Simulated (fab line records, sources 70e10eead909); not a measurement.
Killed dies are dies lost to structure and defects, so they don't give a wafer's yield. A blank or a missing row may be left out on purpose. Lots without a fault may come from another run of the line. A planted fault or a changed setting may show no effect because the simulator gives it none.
Which tool did it? | flow nand_harc | 24 lots, 72 wafers sampled, at 6 steps of a route of 1302

WHAT THE GAUGES READ, wafer by wafer
The record holds no reading of a measuring or inspecting step that can be judged against a usual standard deviation.

WHICH TOOL RAN EACH LOT (tool, then ch and the chambers of the sampled wafers, then the start)
lot  | NHARC_A_WL_FILL_CMP_12        | NHARC_A_CONTACT_ETCH_50                       | NHARC_A_CONTACT_ETCH_122             | NHARC_A_CONTACT_ETCH_123             | NHARC_A_CONTACT_ETCH_96                       | NHARC_A_CONTACT_DEP_58
L075 | cmp-01 ch 1,3, day 21 15:47   | rie_diel-01 ch 1,3, day 22 01:50 or earlier   | har_cap_etch-02 ch 0,1, day 22 01:50 | har_cap_etch-02 ch 0,1, day 22 02:04 | rie_diel-11 ch 1,2,3, day 22 07:25 or earlier | pecvd-02 ch 0,1,2, day 22 07:25
L074 | cmp-01 ch 1,2, day 21 16:04   | rie_diel-05 ch 2,3, day 22 02:10 or earlier   | har_cap_etch-03 ch 0,1, day 22 02:10 | har_cap_etch-03 ch 0,1, day 22 02:24 | rie_diel-05 ch 1,2,3, day 22 07:43 or earlier | pecvd-03 ch 0,1, day 22 07:43
L076 | cmp-01 ch 0,1,2, day 22 06:05 | rie_diel-05 ch 1,2,3, day 22 16:43 or earlier | har_cap_etch-03 ch 0,1, day 22 16:43 | har_cap_etch-03 ch 0,1, day 22 16:56 | rie_diel-11 ch 0,1,3, day 22 22:25 or earlier | pecvd-03 ch 1, day 22 22:25
L078 | cmp-03 ch 0,1,2, day 22 06:13 | rie_diel-11 ch 2,3, day 22 17:06 or earlier   | har_cap_etch-02 ch 0,1, day 22 17:06 | har_cap_etch-02 ch 0,1, day 22 17:23 | rie_diel-11 ch 0,1,3, day 22 22:46 or earlier | pecvd-01 ch 0,1,2, day 22 22:46
L077 | cmp-04 ch 0,1,2, day 22 21:39 | rie_diel-11 ch 0,2,3, day 23 08:20 or earlier | har_cap_etch-03 ch 0,1, day 23 08:20 | har_cap_etch-03 ch 0,1, day 23 08:34 | rie_diel-01 ch 0,2,3, day 23 15:58 or earlier | pecvd-01 ch 0,1, day 23 15:58
L079 | cmp-03 ch 0,2,3, day 23 16:46 | rie_diel-11 ch 0,1,2, day 24 05:04 or earlier | har_cap_etch-01 ch 0, day 24 05:04   | har_cap_etch-01 ch 0, day 24 05:17   | rie_diel-11 ch 0,2, day 24 06:21              | pecvd-01 ch 0,1, day 24 10:35
L081 | cmp-01 ch 0,1,3, day 24 13:08 | rie_diel-11 ch 0,2,3, day 25 00:34 or earlier | har_cap_etch-01 ch 0,1, day 25 00:34 | har_cap_etch-01 ch 0,1, day 25 00:47 | rie_diel-11 ch 1,2,3, day 25 08:12 or earlier | pecvd-02 ch 0,1, day 25 08:12
L080 | cmp-03 ch 1,2,3, day 24 18:54 | rie_diel-01 ch 1,2, day 25 05:25 or earlier   | har_cap_etch-03 ch 0,1, day 25 05:25 | har_cap_etch-03 ch 0,1, day 25 05:43 | rie_diel-11 ch 2,3, day 25 11:37 or earlier   | pecvd-02 ch 1,2, day 25 11:37
L083 | cmp-01 ch 1,2,3, day 24 21:22 | rie_diel-11 ch 1,3, day 25 07:27 or earlier   | har_cap_etch-02 ch 0,1, day 25 07:27 | har_cap_etch-02 ch 0,1, day 25 07:40 | rie_diel-11 ch 0,2,3, day 25 12:57 or earlier | pecvd-03 ch 0,1, day 25 12:57
L082 | cmp-04 ch 0,1,3, day 24 21:25 | rie_diel-11 ch 1,2,3, day 25 10:32 or earlier | har_cap_etch-01 ch 0,1, day 25 10:32 | har_cap_etch-01 ch 0,1, day 25 10:50 | rie_diel-11 ch 0,3, day 25 16:56 or earlier   | pecvd-01 ch 0,2, day 25 16:56
L084 | cmp-04 ch 0,2,3, day 25 12:22 | rie_diel-11 ch 0,2,3, day 25 22:41 or earlier | har_cap_etch-01 ch 0,1, day 25 22:41 | har_cap_etch-01 ch 0,1, day 25 23:02 | rie_diel-11 ch 0,1,3, day 26 07:53 or earlier | pecvd-03 ch 0,1,2, day 26 07:53
L085 | cmp-03 ch 2,3, day 25 20:35   | rie_diel-05 ch 2,3, day 26 09:04 or earlier   | har_cap_etch-03 ch 0,1, day 26 09:04 | har_cap_etch-03 ch 0,1, day 26 09:18 | rie_diel-05 ch 0,1, day 26 14:40 or earlier   | pecvd-01 ch 0,2, day 26 14:40
L086 | cmp-04 ch 0,1, day 25 20:38   | rie_diel-11 ch 0,2, day 26 09:25 or earlier   | har_cap_etch-02 ch 0,1, day 26 09:25 | har_cap_etch-02 ch 0,1, day 26 09:35 | rie_diel-01 ch 1,2, day 26 17:49 or earlier   | pecvd-01 ch 0,1,2, day 26 17:49
L087 | cmp-01 ch 1,2,3, day 26 09:10 | rie_diel-01 ch 0,1,3, day 26 19:46 or earlier | har_cap_etch-03 ch 0,1, day 26 19:46 | har_cap_etch-03 ch 0,1, day 26 19:56 | rie_diel-05 ch 0,1,3, day 27 02:20 or earlier | pecvd-03 ch 0,1,2, day 27 02:20
L089 | cmp-03 ch 0,1, day 26 22:47   | rie_diel-11 ch 0,2, day 27 11:35 or earlier   | har_cap_etch-03 ch 0,1, day 27 11:35 | har_cap_etch-03 ch 0,1, day 27 11:49 | rie_diel-11 ch 0,2, day 27 18:31 or earlier   | pecvd-01 ch 1,2, day 27 18:31
L091 | cmp-04 ch 0,1,2, day 27 08:01 | rie_diel-11 ch 0,1,2, day 27 18:06 or earlier | har_cap_etch-01 ch 0,1, day 27 18:06 | har_cap_etch-01 ch 0,1, day 27 18:19 | rie_diel-01 ch 0,1,2, day 27 23:42 or earlier | pecvd-01 ch 1,2, day 27 23:42
L090 | cmp-01 ch 0,3, day 27 08:07   | rie_diel-01 ch 0,2,3, day 27 19:21 or earlier | har_cap_etch-02 ch 0,1, day 27 19:21 | har_cap_etch-02 ch 0,1, day 27 19:31 | rie_diel-05 ch 0,2,3, day 28 04:55 or earlier | pecvd-01 ch 0,2, day 28 04:55
L088 | cmp-04 ch 0,1,3, day 27 12:28 | rie_diel-01 ch 0,1,2, day 28 00:10 or earlier | har_cap_etch-03 ch 0,1, day 28 00:10 | har_cap_etch-03 ch 0,1, day 28 00:24 | rie_diel-01 ch 1,2,3, day 28 08:08 or earlier | pecvd-01 ch 0,1,2, day 28 08:08
L092 | cmp-04 ch 1,3, day 28 08:58   | rie_diel-11 ch 0,1, day 28 18:49 or earlier   | har_cap_etch-02 ch 0,1, day 28 18:49 | har_cap_etch-02 ch 0,1, day 28 19:00 | rie_diel-05 ch 0,2,3, day 29 02:44 or earlier | pecvd-02 ch 0,2, day 29 02:44
L093 | cmp-01 ch 0,1,3, day 28 17:59 | rie_diel-11 ch 0,1,3, day 29 04:05 or earlier | har_cap_etch-03 ch 0,1, day 29 04:05 | har_cap_etch-03 ch 0,1, day 29 04:16 | rie_diel-11 ch 1,2,3, day 29 09:40 or earlier | pecvd-03 ch 0,2, day 29 09:40
L094 | cmp-04 ch 2,3, day 29 11:06   | rie_diel-05 ch 1,2, day 29 21:21 or earlier   | har_cap_etch-01 ch 0,1, day 29 21:21 | har_cap_etch-01 ch 0,1, day 29 21:31 | rie_diel-11 ch 0,2, day 30 03:02 or earlier   | pecvd-01 ch 0,1,2, day 30 03:02
L095 | cmp-03 ch 1,2, day 29 11:07   | rie_diel-11 ch 1,3, day 29 21:10 or earlier   | har_cap_etch-02 ch 0,1, day 29 21:10 | har_cap_etch-02 ch 0,1, day 29 21:28 | rie_diel-01 ch 1,2, day 30 02:55 or earlier   | pecvd-03 ch 0,2, day 30 02:55
L096 | cmp-01 ch 1,2, day 29 22:56   | rie_diel-11 ch 0,3, day 30 09:16 or earlier   | har_cap_etch-01 ch 0,1, day 30 09:16 | har_cap_etch-01 ch 0,1, day 30 09:29 | rie_diel-11 ch 0,1, day 30 14:56 or earlier   | pecvd-01 ch 1,2, day 30 14:56
L097 | cmp-01 ch 0,1,2, day 30 16:15 | rie_diel-11 ch 0,1,2, day 31 02:16 or earlier | har_cap_etch-03 ch 0,1, day 31 02:16 | har_cap_etch-03 ch 0,1, day 31 02:26 | rie_diel-11 ch 0,2,3, day 31 07:59 or earlier | pecvd-02 ch 0,1,2, day 31 07:59
- NHARC_A_WL_FILL_CMP_12: polishes, t overpolish 30 s, target thk 100 nm.
- NHARC_A_CONTACT_ETCH_50: etches the open film in CF4/CHF3, target depth 121 nm, time 60.5 s.
- NHARC_A_CONTACT_ETCH_122: etches the open film in C4F8/O2/Ar, time 190 s, target depth 1850 nm.
- NHARC_A_CONTACT_ETCH_123: etches the open film in C4F8/O2/Ar, time 490 s, target depth 2110 nm.
- NHARC_A_CONTACT_ETCH_96: etches the open film in C4F6/O2, target depth 20 nm, time 10 s.
- NHARC_A_CONTACT_DEP_58: deposits SiON, target thk 90 nm.

WHAT THE TOOLS THEMSELVES READ (means of the sampled wafers that have a number; where no wafer has one, the mark that the record gives instead)
NHARC_A_WL_FILL_CMP_12. Usual: motor_current_A 11.8 A, standard deviation 1.2; overpolish_run_s 30.000 s, standard deviation 0.0081; time_to_endpoint_s 20.1 s, standard deviation 2.8.
lot  | tool   | motor_current_A (A) | overpolish_run_s (s) | time_to_endpoint_s (s) | flag
L075 | cmp-01 | 11.6                | 29.995               | 22.0                   |
L074 | cmp-01 | 11.1                | 30.005               | 21.4                   |
L076 | cmp-01 | 12.4                | 30.002               | 22.2                   |
L078 | cmp-03 | 12.2                | 30.001               | 19.4                   |
L077 | cmp-04 | 11.2                | 30.001               | 17.0                   |
L079 | cmp-03 | 11.9                | 30.004               | 17.7                   |
L081 | cmp-01 | 12.3                | 30.002               | 22.8                   |
L080 | cmp-03 | 11.8                | 30.009               | 15.4                   |
L083 | cmp-01 | 11.4                | 29.999               | 21.6                   |
L082 | cmp-04 | 10.9                | 30.004               | 21.1                   |
L084 | cmp-04 | 12.0                | 30.003               | 21.1                   |
L085 | cmp-03 | 11.4                | 30.000               | 17.2                   |
L086 | cmp-04 | 10.1                | 30.004               | 23.3                   |
L087 | cmp-01 | 11.7                | 30.005               | 20.5                   |
L089 | cmp-03 | 12.5                | 30.001               | 18.3                   |
L091 | cmp-04 | 11.0                | 29.993               | 18.6                   |
L090 | cmp-01 | 12.5                | 29.999               | 21.2                   |
L088 | cmp-04 | 10.6                | 29.996               | 18.6                   |
L092 | cmp-04 | 10.9                | 29.998               | 20.2                   |
L093 | cmp-01 | 12.5                | 29.995               | 22.5                   |
L094 | cmp-04 | 11.5                | 30.000               | 17.0                   |
L095 | cmp-03 | 12.3                | 30.000               | 18.3                   |
L096 | cmp-01 | 11.5                | 29.999               | 24.5                   |
L097 | cmp-01 | 12.6                | 30.003               | 23.5                   |

NHARC_A_CONTACT_ETCH_50. Usual: drypump_motor_current_A 5.6 A, standard deviation 0.41; oes_product_au 0.954 a.u., standard deviation 0.023; rf_vpp_V 370.4 V, standard deviation 2.7; showerhead_plenum_p_Torr 1.57 Torr, standard deviation 0.078; throttle_valve_pct 16.803 %, standard deviation 0.009.
lot  | tool        | drypump_motor_current_A (A) | oes_product_au (a.u.) | rf_vpp_V (V) | showerhead_plenum_p_Torr (Torr) | throttle_valve_pct (%) | flag
L075 | rie_diel-01 | 5.6                         | 0.918                 | 370.7        | 1.57                            | 16.808                 |
L074 | rie_diel-05 | 5.7                         | 0.962                 | 372.3        | 1.63                            | 16.799                 |
L076 | rie_diel-05 | 5.6                         | 0.929                 | 373.6        | 1.65                            | 16.799                 |
L078 | rie_diel-11 | 5.5                         | 0.965                 | 369.3        | 1.54                            | 16.810                 |
L077 | rie_diel-11 | 5.4                         | 0.975                 | 370.8        | 1.60                            | 16.815                 |
L079 | rie_diel-11 | 5.7                         | 0.963                 | 369.1        | 1.54                            | 16.803                 |
L081 | rie_diel-11 | 5.4                         | 0.962                 | 371.7        | 1.59                            | 16.800                 |
L080 | rie_diel-01 | 5.6                         | 0.966                 | 368.2        | 1.51                            | 16.793                 |
L083 | rie_diel-11 | 5.4                         | 0.981                 | 370.7        | 1.58                            | 16.802                 |
L082 | rie_diel-11 | 5.6                         | 0.981                 | 369.1        | 1.53                            | 16.793                 |
L084 | rie_diel-11 | 5.5                         | 0.975                 | 371.7        | 1.59                            | 16.805                 |
L085 | rie_diel-05 | 5.7                         | 0.982                 | 371.5        | 1.62                            | 16.806                 |
L086 | rie_diel-11 | 5.7                         | 0.926                 | 369.8        | 1.55                            | 16.806                 |
L087 | rie_diel-01 | 5.7                         | 0.927                 | 369.6        | 1.53                            | 16.809                 |
L089 | rie_diel-11 | 5.7                         | 0.950                 | 369.7        | 1.54                            | 16.800                 |
L091 | rie_diel-11 | 5.7                         | 0.969                 | 370.0        | 1.54                            | 16.802                 |
L090 | rie_diel-01 | 6.0                         | 0.929                 | 369.0        | 1.50                            | 16.810                 |
L088 | rie_diel-01 | 5.9                         | 0.925                 | 367.7        | 1.49                            | 16.808                 |
L092 | rie_diel-11 | 5.6                         | 0.957                 | 370.6        | 1.60                            | 16.805                 |
L093 | rie_diel-11 | 5.5                         | 0.952                 | 370.9        | 1.59                            | 16.801                 |
L094 | rie_diel-05 | 5.9                         | 0.935                 | 372.2        | 1.60                            | 16.796                 |
L095 | rie_diel-11 | 5.8                         | 0.969                 | 369.8        | 1.52                            | 16.819                 |
L096 | rie_diel-11 | 5.2                         | 0.975                 | 372.4        | 1.64                            | 16.807                 |
L097 | rie_diel-11 | 5.7                         | 0.933                 | 369.6        | 1.53                            | 16.809                 |

NHARC_A_CONTACT_ETCH_96. Usual: c4f6_flow_sccm 25.00 sccm, standard deviation 0.072; drypump_motor_current_A 5.6 A, standard deviation 0.4; o2_flow_sccm 20.00 sccm, standard deviation 0.059; oes_product_au 0.963 a.u., standard deviation 0.025; rf_vpp_V 546 V, standard deviation 4; showerhead_plenum_p_Torr 3.89 Torr, standard deviation 0.19; throttle_valve_pct 26.904 %, standard deviation 0.0094.
lot  | tool        | c4f6_flow_sccm (sccm) | drypump_motor_current_A (A) | o2_flow_sccm (sccm) | oes_product_au (a.u.) | rf_vpp_V (V) | showerhead_plenum_p_Torr (Torr) | throttle_valve_pct (%) | flag
L075 | rie_diel-11 | 25.03                 | 5.7                         | 20.01               | 1.000                 | 546          | 3.83                            | 26.910                 |
L074 | rie_diel-05 | 25.01                 | 5.6                         | 19.97               | 0.946                 | 551          | 4.09                            | 26.897                 |
L076 | rie_diel-11 | 25.01                 | 5.5                         | 19.96               | 1.010                 | 547          | 3.96                            | 26.905                 |
L078 | rie_diel-11 | 25.04                 | 5.5                         | 19.94               | 0.968                 | 548          | 3.96                            | 26.896                 |
L077 | rie_diel-01 | 25.01                 | 6.1                         | 19.99               | 0.963                 | 544          | 3.78                            | 26.906                 |
L079 | rie_diel-11 | 25.02                 | 5.7                         | 20.01               | 0.946                 | 545          | 3.86                            | 26.909                 |
L081 | rie_diel-11 | 24.98                 | 5.6                         | 20.00               | 0.951                 | 544          | 3.82                            | 26.896                 |
L080 | rie_diel-11 | 25.04                 | 5.6                         | 19.94               | 1.003                 | 545          | 3.84                            | 26.916                 |
L083 | rie_diel-11 | 25.02                 | 5.4                         | 20.04               | 0.949                 | 548          | 3.97                            | 26.914                 |
L082 | rie_diel-11 | 25.01                 | 5.3                         | 20.03               | 0.944                 | 551          | 4.11                            | 26.895                 |
L084 | rie_diel-11 | 25.00                 | 5.5                         | 20.03               | 0.953                 | 547          | 3.96                            | 26.900                 |
L085 | rie_diel-05 | 24.93                 | 5.3                         | 20.00               | 0.959                 | 549          | 4.00                            | 26.893                 |
L086 | rie_diel-01 | 24.95                 | 5.7                         | 20.03               | 0.983                 | 544          | 3.77                            | 26.909                 |
L087 | rie_diel-05 | 25.02                 | 5.3                         | 19.93               | 1.000                 | 550          | 4.07                            | 26.907                 |
L089 | rie_diel-11 | 24.99                 | 5.7                         | 19.95               | 0.938                 | 545          | 3.85                            | 26.899                 |
L091 | rie_diel-01 | 25.03                 | 5.9                         | 20.04               | 0.935                 | 543          | 3.72                            | 26.907                 |
L090 | rie_diel-05 | 24.99                 | 5.4                         | 20.00               | 0.990                 | 549          | 4.01                            | 26.909                 |
L088 | rie_diel-01 | 24.92                 | 5.8                         | 19.98               | 0.942                 | 544          | 3.80                            | 26.910                 |
L092 | rie_diel-05 | 25.06                 | 5.4                         | 20.03               | 0.950                 | 548          | 4.00                            | 26.898                 |
L093 | rie_diel-11 | 24.95                 | 5.7                         | 19.98               | 0.944                 | 545          | 3.81                            | 26.911                 |
L094 | rie_diel-11 | 24.97                 | 5.5                         | 20.00               | 0.988                 | 548          | 3.98                            | 26.900                 |
L095 | rie_diel-01 | 25.04                 | 5.7                         | 20.01               | 0.927                 | 544          | 3.75                            | 26.906                 |
L096 | rie_diel-11 | 25.08                 | 5.6                         | 20.00               | 0.937                 | 549          | 3.97                            | 26.897                 |
L097 | rie_diel-11 | 25.03                 | 5.4                         | 19.98               | 0.947                 | 548          | 3.96                            | 26.909                 |

NHARC_A_CONTACT_DEP_58. Usual: heater_power_w 747 W, standard deviation 71.
lot  | tool     | heater_power_w (W) | flag
L075 | pecvd-02 | 709                |
L074 | pecvd-03 | 841                |
L076 | pecvd-03 | 767                |
L078 | pecvd-01 | 675                |
L077 | pecvd-01 | 765                |
L079 | pecvd-01 | 738                |
L081 | pecvd-02 | 693                |
L080 | pecvd-02 | 716                |
L083 | pecvd-03 | 799                |
L082 | pecvd-01 | 683                |
L084 | pecvd-03 | 800                |
L085 | pecvd-01 | 710                |
L086 | pecvd-01 | 777                |
L087 | pecvd-03 | 832                |
L089 | pecvd-01 | 730                |
L091 | pecvd-01 | 719                |
L090 | pecvd-01 | 753                |
L088 | pecvd-01 | 696                |
L092 | pecvd-02 | 780                |
L093 | pecvd-03 | 726                |
L094 | pecvd-01 | 711                |
L095 | pecvd-03 | 683                |
L096 | pecvd-01 | 745                |
L097 | pecvd-02 | 727                |

THE ANSWER, worked out from the rows above alone
Rule: a lot is off if the mean of its wafers that have a number lies more than 3 standard deviations from the usual mean. A lot without any number at a reading at which 4 lots or more have one is off too. The other lots that the step has rows for count as sound. The gauges are gone through in route order, then the tools' own readings, and for those a lot's mean is taken as printed above. The first step at which some lot is off is used, and at that step the reading that is off furthest; a lot without a number counts as furthest.
No lot is off at any reading shown: from this, nothing can be told.

WHAT THE SIMULATOR HAD PUT IN
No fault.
